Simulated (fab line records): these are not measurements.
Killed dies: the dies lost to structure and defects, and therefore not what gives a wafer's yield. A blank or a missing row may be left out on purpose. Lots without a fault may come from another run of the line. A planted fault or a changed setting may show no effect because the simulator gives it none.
Split-lot experiment / flow n5Finfet / 39 wafers read from 7 lots, route of 1938 steps

SPLIT DETAILS
At N5_SD_EPI_N_ETCH_16 (etches SiO2 in CHF3/O2, target depth 5 nm), the setting targetDepthA was moved away from the recipe's 50 angstrom on 9 of the 39 wafers read, by -20.0% to +23.9%. All remaining wafers had this setting at the recipe value.

The reading is taken at the split's own step.

THE READING
etch.depthNm (the simulator's own value, which no gauge read), in nm, at N5_SD_EPI_N_ETCH_16 (etches SiO2 in CHF3/O2, target depth 5 nm). The file gives no usual value for it. Across the 30 wafers here that went through the recipe, the average is 4.997 nm and the standard deviation 0.086 nm.

wafer=L074.1; tool, chamber at the split=rieDiel-02, 1; targetDepthA as run, angstrom=50; against the recipe=recipe; etch.depthNm, nm=5.067; against lot-mates on the recipe=-
wafer=L074.2; tool, chamber at the split=rieDiel-02, 2; targetDepthA as run, angstrom=50; against the recipe=recipe; etch.depthNm, nm=4.734; against lot-mates on the recipe=-
wafer=L074.6; tool, chamber at the split=rieDiel-02, 0; targetDepthA as run, angstrom=50; against the recipe=recipe; etch.depthNm, nm=5.148; against lot-mates on the recipe=-
wafer=L075.1; tool, chamber at the split=rieDiel-04, 2; targetDepthA as run, angstrom=58.99; against the recipe=+18.0%; etch.depthNm, nm=6.041; against lot-mates on the recipe=+1.083
wafer=L075.2; tool, chamber at the split=rieDiel-04, 3; targetDepthA as run, angstrom=58.99; against the recipe=+18.0%; etch.depthNm, nm=5.86; against lot-mates on the recipe=+0.902
wafer=L075.3; tool, chamber at the split=rieDiel-04, 1; targetDepthA as run, angstrom=50; against the recipe=recipe; etch.depthNm, nm=4.931; against lot-mates on the recipe=-
wafer=L075.4; tool, chamber at the split=rieDiel-04, 2; targetDepthA as run, angstrom=58.99; against the recipe=+18.0%; etch.depthNm, nm=6.055; against lot-mates on the recipe=+1.097
wafer=L075.5; tool, chamber at the split=rieDiel-04, 3; targetDepthA as run, angstrom=50; against the recipe=recipe; etch.depthNm, nm=4.948; against lot-mates on the recipe=-
wafer=L075.6; tool, chamber at the split=rieDiel-04, 1; targetDepthA as run, angstrom=50; against the recipe=recipe; etch.depthNm, nm=4.995; against lot-mates on the recipe=-
wafer=L080.1; tool, chamber at the split=rieDiel-01, 2; targetDepthA as run, angstrom=50; against the recipe=recipe; etch.depthNm, nm=5.025; against lot-mates on the recipe=-
wafer=L080.2; tool, chamber at the split=rieDiel-01, 3; targetDepthA as run, angstrom=50; against the recipe=recipe; etch.depthNm, nm=4.966; against lot-mates on the recipe=-
wafer=L080.3; tool, chamber at the split=rieDiel-01, 0; targetDepthA as run, angstrom=50; against the recipe=recipe; etch.depthNm, nm=5.004; against lot-mates on the recipe=-
wafer=L080.4; tool, chamber at the split=rieDiel-01, 3; targetDepthA as run, angstrom=50; against the recipe=recipe; etch.depthNm, nm=4.972; against lot-mates on the recipe=-
wafer=L080.5; tool, chamber at the split=rieDiel-01, 2,0; targetDepthA as run, angstrom=50; against the recipe=recipe; etch.depthNm, nm=5.037; against lot-mates on the recipe=-
wafer=L080.6; tool, chamber at the split=rieDiel-01, 2,0; targetDepthA as run, angstrom=50; against the recipe=recipe; etch.depthNm, nm=5.037; against lot-mates on the recipe=-
wafer=L084.1; tool, chamber at the split=rieDiel-04, 3; targetDepthA as run, angstrom=50; against the recipe=recipe; etch.depthNm, nm=4.881; against lot-mates on the recipe=-
wafer=L084.2; tool, chamber at the split=rieDiel-04, 0; targetDepthA as run, angstrom=50; against the recipe=recipe; etch.depthNm, nm=5.143; against lot-mates on the recipe=-
wafer=L084.3; tool, chamber at the split=rieDiel-04, 1; targetDepthA as run, angstrom=50; against the recipe=recipe; etch.depthNm, nm=5.015; against lot-mates on the recipe=-
wafer=L084.4; tool, chamber at the split=rieDiel-04, 0; targetDepthA as run, angstrom=50; against the recipe=recipe; etch.depthNm, nm=5.146; against lot-mates on the recipe=-
wafer=L084.5; tool, chamber at the split=rieDiel-04, 1; targetDepthA as run, angstrom=50; against the recipe=recipe; etch.depthNm, nm=5.01; against lot-mates on the recipe=-
wafer=L084.6; tool, chamber at the split=rieDiel-04, 3; targetDepthA as run, angstrom=50; against the recipe=recipe; etch.depthNm, nm=4.894; against lot-mates on the recipe=-
wafer=L086.1; tool, chamber at the split=rieDiel-01, 1; targetDepthA as run, angstrom=50; against the recipe=recipe; etch.depthNm, nm=4.963; against lot-mates on the recipe=-
wafer=L086.2; tool, chamber at the split=rieDiel-01, 0; targetDepthA as run, angstrom=39.98; against the recipe=-20.0%; etch.depthNm, nm=3.99; against lot-mates on the recipe=-0.984
wafer=L086.3; tool, chamber at the split=rieDiel-01, 2; targetDepthA as run, angstrom=50; against the recipe=recipe; etch.depthNm, nm=4.92; against lot-mates on the recipe=-
wafer=L086.4; tool, chamber at the split=rieDiel-01, 0; targetDepthA as run, angstrom=39.98; against the recipe=-20.0%; etch.depthNm, nm=3.977; against lot-mates on the recipe=-0.997
wafer=L086.5; tool, chamber at the split=rieDiel-01, 2; targetDepthA as run, angstrom=39.98; against the recipe=-20.0%; etch.depthNm, nm=3.975; against lot-mates on the recipe=-0.999
wafer=L086.6; tool, chamber at the split=rieDiel-01, 1; targetDepthA as run, angstrom=50; against the recipe=recipe; etch.depthNm, nm=5.04; against lot-mates on the recipe=-
wafer=L088.1; tool, chamber at the split=rieDiel-04, 1; targetDepthA as run, angstrom=50; against the recipe=recipe; etch.depthNm, nm=4.992; against lot-mates on the recipe=-
wafer=L088.2; tool, chamber at the split=rieDiel-04, 0; targetDepthA as run, angstrom=50; against the recipe=recipe; etch.depthNm, nm=5.08; against lot-mates on the recipe=-
wafer=L088.3; tool, chamber at the split=rieDiel-04, 2; targetDepthA as run, angstrom=50; against the recipe=recipe; etch.depthNm, nm=4.977; against lot-mates on the recipe=-
wafer=L088.4; tool, chamber at the split=rieDiel-04, 3; targetDepthA as run, angstrom=50; against the recipe=recipe; etch.depthNm, nm=4.932; against lot-mates on the recipe=-
wafer=L088.5; tool, chamber at the split=rieDiel-04, 2; targetDepthA as run, angstrom=50; against the recipe=recipe; etch.depthNm, nm=5.014; against lot-mates on the recipe=-
wafer=L088.6; tool, chamber at the split=rieDiel-04, 3; targetDepthA as run, angstrom=50; against the recipe=recipe; etch.depthNm, nm=4.901; against lot-mates on the recipe=-
wafer=L090.1; tool, chamber at the split=rieDiel-01, 0; targetDepthA as run, angstrom=61.97; against the recipe=+23.9%; etch.depthNm, nm=6.198; against lot-mates on the recipe=+1.148
wafer=L090.2; tool, chamber at the split=rieDiel-01, 1; targetDepthA as run, angstrom=50; against the recipe=recipe; etch.depthNm, nm=5.053; against lot-mates on the recipe=-
wafer=L090.3; tool, chamber at the split=rieDiel-01, 3; targetDepthA as run, angstrom=50; against the recipe=recipe; etch.depthNm, nm=5.091; against lot-mates on the recipe=-
wafer=L090.4; tool, chamber at the split=rieDiel-01, 2; targetDepthA as run, angstrom=61.97; against the recipe=+23.9%; etch.depthNm, nm=6.187; against lot-mates on the recipe=+1.137
wafer=L090.5; tool, chamber at the split=rieDiel-01, 1; targetDepthA as run, angstrom=61.97; against the recipe=+23.9%; etch.depthNm, nm=6.225; against lot-mates on the recipe=+1.175
wafer=L090.6; tool, chamber at the split=rieDiel-01, 2; targetDepthA as run, angstrom=50; against the recipe=recipe; etch.depthNm, nm=5.007; against lot-mates on the recipe=-
The file does not say which wafer passed through which chamber wherever a row lists several chambers: such a row stands for several wafers.

THE FIT
A straight line over all 39 wafers: etch.depthNm changes by +0.0516 nm for each +1% of targetDepthA; r = +0.99; the points scatter about the line by 0.083 nm.
The same after taking each lot's own level away (the mean of its wafers on the recipe; 39 wafers): +0.0507 nm for each +1%; r = +0.99; scatter 0.086 nm.
The reading moves by 1.2 nm for the largest change in targetDepthA, on that fit.
Across the lots, their own levels run from 4.9580 to 5.0503 nm, a range of 1.1 times the standard deviation given above.
Hence the lot-to-lot level has little effect on the slope; both slopes agree.
Check: +1.23 nm against its lot-mates is what the line predicts for one of the wafers moved furthest among these (+23.9%) when that wafer is left out of the fit. Against them it came out at +1.15 nm.

THE OTHER SPLITS THESE WAFERS WENT THROUGH
Other splits were also applied to these wafers ahead of the reading. Each is held against what the fit with the lots' levels taken away leaves over:
other split on the same wafers=N5_ZERO_LAYER_DEVELOP_10 developTimeS; wafers away from the commonest value=9; r with etch.depthNm (lot level and that fit taken away)=-0.14

FILE'S OWN FIT
etch.depthNm changes by +0.0508 nm for each +1% of targetDepthA, r = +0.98.
